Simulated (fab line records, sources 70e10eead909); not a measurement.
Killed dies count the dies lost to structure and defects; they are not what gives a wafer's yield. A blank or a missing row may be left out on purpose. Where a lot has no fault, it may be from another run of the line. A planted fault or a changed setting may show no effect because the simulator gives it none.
Problem report, 8D (eight disciplines) form, completed by code + flow nand harc + the parts of the form that need people (team, actions taken, sign-off) are left out

## 1. THE ISSUE
cd nm at NHARC_P_ZERO_WELL_CD_MEAS_24 reads a mean of 774.5 nm on 6 wafers of 2 lots; wafers without a fault read 720.1 nm with a standard deviation of 1.6. Measured from the usual mean, that is +34 standard deviations.
The step: target cd 720 nm.
Earliest sighting: wafer L506.1 on cd sem-03 at day 6 02:40. The record holds 33 wafers of 11 lots with a number at this step. The rule behind "out" and "out of limits": a value lying over 4 standard deviations away from the usual mean. All remaining wafers that have a number are taken as sound.

## 2. WHAT IT IS, AND WHAT IT ISN'T
| question                    | is                     | is not                                                              |
|-----------------------------|------------------------|---------------------------------------------------------------------|
| which readings at this step | cd nm                  | -                                                                   |
| which lots                  | L506, L508             | L492, L493, L495, L496, L500, L502, L504, L505, L511                |
| which wafers of those lots  | all that have a number | -                                                                   |
| read on which gauges        | cd sem-01, cd sem-03   | cd sem-02                                                           |
| when                        | from day 6 02:40       | up to then (24 sound wafers); but 3 sound wafers of L511 came after |

## 3. SUSPECTS, AND WHAT RULES EACH OUT
Counting: a tool at a process step up to the reading stays a suspect if it ran every lot that is out and no sound lot after the first of them.
- the gauge at NHARC_P_ZERO_WELL_CD_MEAS_24 is ruled out. Those wafers that are out were read across 2 gauges (cd sem-01, cd sem-03).
- krf scanner-04 at NHARC_P_ZERO_WELL_EXPOSE_21 (exposes mask P NWELL, target cd 720 nm): kept. Every lot that is out went through it, starting with L506 (day 6 02:30), and after that it ran no sound lot; the last sound lot it ran before then is L504 (day 5 14:23).
Remaining after the count: krf scanner-04 at NHARC_P_ZERO_WELL_EXPOSE_21.

## 4. THE CAUSE (what the simulator had put in)
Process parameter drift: krf scanner-04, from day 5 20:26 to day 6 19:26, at NHARC_P_ZERO_WELL_EXPOSE_21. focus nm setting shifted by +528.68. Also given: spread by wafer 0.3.
Counting left only this tool.

## 5. THE CHAIN OF EFFECTS, in route order
Rows list readings where the struck wafers' mean (over those with a number) sits beyond 3 standard deviations from the usual. Readings are gone through only where the record gives a usual standard deviation; hours: the median, over the lots, of the time from a lot's start at the first step in this table giving one to that lot's start at this step; sigmas: the change measured in usual standard deviations.
| hours | step                         | reading             | usual    | on struck wafers | change | sigmas |
|-------|------------------------------|---------------------|----------|------------------|--------|--------|
| 0     | NHARC_P_ZERO_WELL_CD_MEAS_24 | cd nm               | 720.1 nm | 774.5            | +54.4  | +34    |
| 442   | NHARC_END_SORT_01            | killed at periphery | 3.3      | 26.3             | +23.0  | +10    |
| 442   | NHARC_END_SORT_01            | killed dies         | 32       | 64               | +32    | +3.4   |

## 6. HOW IT WOULD HAVE BEEN CAUGHT EARLIER
6 hours passed between the start of the fault at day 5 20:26 and the first reading out of limits at a measuring or inspecting step in this record, taken at day 6 02:40.
Tool readings at NHARC_P_ZERO_WELL_EXPOSE_21 with a usual standard deviation given in the record: none out on any struck wafer, hence no alarm at a limit of 4 standard deviations on them.
Of the lots that are out (2), L508 began NHARC_P_ZERO_WELL_EXPOSE_21 on krf scanner-04 after day 6 02:40. Holding the tool at that time would have saved it.
